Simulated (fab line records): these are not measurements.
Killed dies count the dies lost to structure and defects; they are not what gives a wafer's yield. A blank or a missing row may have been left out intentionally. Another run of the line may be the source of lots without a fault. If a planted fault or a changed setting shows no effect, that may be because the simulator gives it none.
fab line records	flow nand-harc
record: lots: 5	wafers: 14	last-day: 33
route steps=1302 shown A_SOURCE_PLATE@414 A_ONON_D1@424 END@1302
lots with no fault: from the same line, run without faults
start-h: hours from the record's opening day to when the first of the lot's shown wafers began	wait-h: time in hours since the lot's previous step	" identical to the entry in the row above	L1.1+2: a single row standing in for several wafers	- no value, or no start given	* or withheld: withheld	< > ~ a bound
route shown NAME@n: a module of which the file shows steps, and the number in the route of the first	usual: mean/standard deviation taken from wafers without a fault	same: alike in all rows	chamber/n: place in a boat	sites: readings site by site	_std_site: the standard deviation of these	_edge_site: outer sites' mean less inner sites'	radius-mm: for every site, how far away it sits from the centre of the wafer	mask NAME#n: copy n	behind: the last tool/chamber to shape the wafer	hold: why the lot was held/for how many hours/how that ended	device: transistor that didn't switch, given as n, p or np	end of line: the same wafers' tests at the end of the route	step lacking rows: just its recipe	killed: count of dies lost to structure and defects at first sort (not the wafer's yield)	map: a wafer's dies, x killed, . not, _ none there
set.NAME: the run value of the setting; set.NAME@STEP: its run value at that earlier step	model.NAME: the simulator's own value behind a step, which no gauge read
certain route steps with their lots: each step a table, each wafer a row
services: when a tool's chamber went out of use (start-h, in hours from the record's first day, below 0 if earlier), for how many hours, and the reason
== steps ==
step: NHARC_A_SOURCE_PLATE_SRD_01
step: NHARC_A_SOURCE_PLATE_OXIDE_02
recipe: target-thk-a: 100	temp-c: 900	ox-time-s: 1362	material: SiO2
step: NHARC_A_SOURCE_PLATE_THK_MEAS_09
recipe: thk-meas-gauge: ellipsometry
usual: thk-nm: 9.7/1
lot.wafer	tool	chamber	start-h	wait-h	thk-nm
L237.1	film-metro-02	-	146.37	0.4	8.5
L237.4	"	-	"	"	9.6
L237.5	"	-	"	"	8.8
L248.2	film-metro-01	-	255.53	0.4	9.5
L248.6	"	-	"	"	10.2
L257.1	film-metro-01	-	348.63	0.4	7.9
L257.3	"	-	"	"	10.6
L257.6	"	-	"	"	10.0
L259.2	film-metro-02	-	369.94	0.4	8.9
L259.4	"	-	"	"	11.8
L259.5	"	-	"	"	8.8
L260.3	film-metro-01	-	383.81	0.4	10.4
L260.4	"	-	"	"	11.1
L260.6	"	-	"	"	8.5
step: NHARC_A_SOURCE_PLATE_PVD_04
recipe: target-thk-a: 500	material: WSi2
step: NHARC_A_SOURCE_PLATE_CVD_03
recipe: target-thk-a: 2000	temp-c: 620	pressure-mtorr: 200	time-s: 4000	material: poly-Si
step: NHARC_A_SOURCE_PLATE_ANNEAL_05
recipe: temp-c: 850	time-s: 1800
step: NHARC_A_SOURCE_PLATE_THK_MEAS_06
recipe: thk-meas-gauge: ellipsometry
usual: thk-nm: 200.6/2.3
lot.wafer	tool	chamber	start-h	wait-h	thk-nm
L237.1	film-metro-02	-	159.43	0.4	198.8
L237.4	"	-	"	"	200.0
L237.5	"	-	"	"	199.8
L248.2	film-metro-02	-	269.14	0.4	196.6
L248.6	"	-	"	"	200.4
L257.1	film-metro-02	-	361.18	0.4	202.1
L257.3	"	-	"	"	204.2
L257.6	"	-	"	"	200.4
L259.2	film-metro-01	-	382.89	0.4	202.6
L259.4	"	-	"	"	204.4
L259.5	"	-	"	"	203.7
L260.3	film-metro-02	-	399.41	0.4	200.1
L260.4	"	-	"	"	200.9
L260.6	"	-	"	"	198.9
step: NHARC_A_SOURCE_PLATE_INSPECT_08
usual: raw-defect-count: 60/25
lot.wafer	tool	chamber	start-h	wait-h	raw-defect-count
L237.1	defect-inspect-01	-	159.53	0.0	128
L237.4	"	-	"	"	97
L237.5	"	-	"	"	66
L248.2	defect-inspect-01	-	269.21	0.0	108
L248.6	"	-	"	"	81
L257.1	defect-inspect-01	-	361.28	0.0	86
L257.3	"	-	"	"	51
L257.6	"	-	"	"	45
L259.2	defect-inspect-02	-	382.96	0.0	89
L259.4	"	-	"	"	48
L259.5	"	-	"	"	108
L260.3	defect-inspect-02	-	399.47	0.0	49
L260.4	"	-	"	"	43
L260.6	"	-	"	"	48
step: NHARC_A_ONON_D1_DEP_00
recipe: target-thk-a: 10000	n2-flow-sccm: 2750	n2o-flow-sccm: 2000	nh3-flow-sccm: 500	sih4-flow-sccm: 210	temp-c: 400
step: NHARC_A_ONON_D1_THK_MEAS_02
recipe: thk-meas-gauge: ellipsometry
usual: thk-nm: 996/8.2
lot.wafer	tool	chamber	start-h	wait-h	thk-nm
L237.1	film-metro-01	-	160.11	-	999
L237.4	"	-	"	"	999
L237.5	"	-	"	"	1000
L248.2	film-metro-02	-	269.78	-	983
L248.6	"	-	"	"	981
L257.1	film-metro-01	-	361.86	-	1010
L257.3	"	-	"	"	1011
L257.6	"	-	"	"	1006
L259.2	film-metro-01	-	383.53	-	992
L259.4	"	-	"	"	994
L259.5	"	-	"	"	994
L260.3	film-metro-02	-	400.05	-	986
L260.4	"	-	"	"	988
L260.6	"	-	"	"	989
step: NHARC_A_ONON_D1_DEP_03
recipe: target-thk-a: 10000	n2-flow-sccm: 2750	n2o-flow-sccm: 2000	nh3-flow-sccm: 500	sih4-flow-sccm: 210	temp-c: 400
usual: susceptor-temp-C: 400.02/0.2
lot.wafer	tool	chamber	start-h	wait-h	susceptor-temp-C
L237.1	pecvd-onon-04	0	160.17	0.1	399.53
L237.4	"	0	"	"	399.86
L237.5	"	0	"	"	399.96
L248.2	pecvd-onon-04	0	269.89	0.1	400.09
L248.6	"	0	"	"	400.04
L257.1	pecvd-onon-04	0	361.92	0.1	400.18
L257.3	"	0	"	"	400.43
L257.6	"	0	"	"	400.28
L259.2	pecvd-onon-02	0	383.65	0.1	400.01
L259.4	"	0	"	"	399.92
L259.5	"	0	"	"	400.20
L260.3	pecvd-onon-01	0	400.22	0.2	399.94
L260.4	"	0	"	"	399.85
L260.6	"	0	"	"	399.86
step: NHARC_A_ONON_D1_THK_MEAS_05
recipe: thk-meas-gauge: ellipsometry
usual: thk-nm: 1001/9.9
lot.wafer	tool	chamber	start-h	wait-h	thk-nm
L237.1	film-metro-02	-	160.68	-	994
L237.4	"	-	"	"	992
L237.5	"	-	"	"	993
L248.2	film-metro-01	-	270.34	-	1489
L248.6	"	-	"	"	1490
L257.1	film-metro-01	-	362.43	-	1019
L257.3	"	-	"	"	1018
L257.6	"	-	"	"	1017
L259.2	film-metro-01	-	384.11	-	1001
L259.4	"	-	"	"	1002
L259.5	"	-	"	"	1002
L260.3	film-metro-02	-	400.62	-	990
L260.4	"	-	"	"	988
L260.6	"	-	"	"	991
step: NHARC_A_ONON_D1_DEP_06
recipe: target-thk-a: 10000	n2-flow-sccm: 2750	n2o-flow-sccm: 2000	nh3-flow-sccm: 500	sih4-flow-sccm: 210	temp-c: 400
step: NHARC_END_SORT_01
recipe: temp-c: 25
usual: killed-at-array: 59/17	killed-at-other: 0.7/0.9	killed-at-periphery: 3.6/2.3	killed-dies: 63/18	killed-open: 3.4/1.9	killed-short: 2.6/1.7
same: gross-dies: 677
lot.wafer	tool	chamber	start-h	wait-h	killed-at-array	killed-at-other	killed-at-periphery	killed-dies	killed-open	killed-short
L248.2	prober-01	0	683.51	2.8	676	0	1	677	2	4
L248.6	prober-01	0	686.68	4.0	672	0	5	677	5	5
killed by level:class
L248.2 A_ONON_D1:area-dep=622 A_CHANNEL_HOLE_D1:chamber-film-flake=33 A_CONTACT:chamber-film-flake=10 P_GATE:geometric-particle:open=1 A_ONON_D1:geometric-particle:short=1 A_CHANNEL_FILL_D1:geometric-particle:short=1 A_CHANNEL_HOLE_D2:geometric-particle:open=1 A_CHANNEL_FILL_D2:geometric-particle:short=1
L248.6 A_ONON_D1:area-dep=613 A_CHANNEL_HOLE_D1:chamber-film-flake=35 A_CONTACT:chamber-film-flake=6 A_SLIT:chamber-film-flake=3 A_ONON_D1:geometric-particle:open=2 P_ZERO_WELL:chamber-film-flake=2 A_CHANNEL_HOLE_D2:unspecified=2 P_STI:geometric-particle:short=1
map L248.2 (x killed, . not)
____________x____________
_________xxxxxxx_________
_______xxxxxxxxxxx_______
______xxxxxxxxxxxxx______
_____xxxxxxxxxxxxxxx_____
____xxxxxxxxxxxxxxxxx____
____xxxxxxxxxxxxxxxxx____
___xxxxxxxxxxxxxxxxxxx___
___xxxxxxxxxxxxxxxxxxx___
__xxxxxxxxxxxxxxxxxxxxx__
__xxxxxxxxxxxxxxxxxxxxx__
_xxxxxxxxxxxxxxxxxxxxxxx_
_xxxxxxxxxxxxxxxxxxxxxxx_
_xxxxxxxxxxxxxxxxxxxxxxx_
_xxxxxxxxxxxxxxxxxxxxxxx_
_xxxxxxxxxxxxxxxxxxxxxxx_
xxxxxxxxxxxxxxxxxxxxxxxxx
xxxxxxxxxxxxxxxxxxxxxxxxx
xxxxxxxxxxxxxxxxxxxxxxxxx
xxxxxxxxxxxxxxxxxxxxxxxxx
xxxxxxxxxxxxxxxxxxxxxxxxx
_xxxxxxxxxxxxxxxxxxxxxxx_
_xxxxxxxxxxxxxxxxxxxxxxx_
_xxxxxxxxxxxxxxxxxxxxxxx_
_xxxxxxxxxxxxxxxxxxxxxxx_
_xxxxxxxxxxxxxxxxxxxxxxx_
__xxxxxxxxxxxxxxxxxxxxx__
__xxxxxxxxxxxxxxxxxxxxx__
___xxxxxxxxxxxxxxxxxxx___
___xxxxxxxxxxxxxxxxxxx___
____xxxxxxxxxxxxxxxxx____
____xxxxxxxxxxxxxxxxx____
_____xxxxxxxxxxxxxxx_____
______xxxxxxxxxxxxx______
_______xxxxxxxxxxx_______
_________xxxxxxx_________
____________x____________
map L257.1 (x killed, . not)
____________.____________
_________......._________
_______..........x_______
______..xx...x.....______
_____.x............._____
____.................____
____.................____
___...................___
___...................___
__xx...................__
__....x................__
_......................._
_......................._
_......................._
_....x.....x............_
_.......x..............._
......x..................
.......xx..x.............
........xx...............
....x..x...x.............
.......xx................
_......................._
_................x......_
_......................._
_...................x..._
_......................._
__....xxx..............__
__....xx...............__
___..x..x.............___
___..x.xxx............___
____.x.x.............____
____.....x...........____
_____xxx............_____
______.............______
_______..........._______
_________....x.._________
____________.____________
== services ==
tool	chamber	start-h	hours	kind
pecvd-onon-02	-	185.00	13.0	pm
pecvd-onon-01	-	269.00	13.0	pm
pecvd-onon-04	-	304.04	0.3	repair
pecvd-onon-04	-	311.10	13.0	pm
pecvd-onon-02	-	366.31	13.0	pm
== key ==
first-sign: step: NHARC_A_ONON_D1_THK_MEAS_05	reading: thk-nm	direction: up	sigmas: 49	usual: 1001	struck: 1490
effect: step: NHARC_END_SORT_01	reading: killed-at-array	direction: up	sigmas: 36	usual: 59	struck: 674
more-kills-born-at: NHARC_A_ONON_D1_DEP_03@pecvd-onon-04: 1235
met-at NHARC_A_ONON_D1_DEP_03
struck-wafers L248.2,L248.6
later-rows-left-out L248.2,L248.6
tester-left-out L248
onset-between 160.17 269.89
fault: kind: process-parameter-drift	tool: pecvd-onon-04	chamber: -	onset-h: 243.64	steps: NHARC_A_ONON_D1_DEP_03	channel: target-thk-a	offset: *	shape: step	end-h: 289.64	scope: struck-wafers-only	acts-in: *	stated: *
tester-left-out: of these lots the tester's yield and bins aren't shown, on N5 and GAA mostly nor the transistor test; their killed dies are dies lost to structure and defects alone, not to doping, threshold or leakage, so they don't give the yield
later-rows-left-out: the simulator's readings of these wafers behind a module that went badly wrong aren't trusted and aren't shown, but for the sort
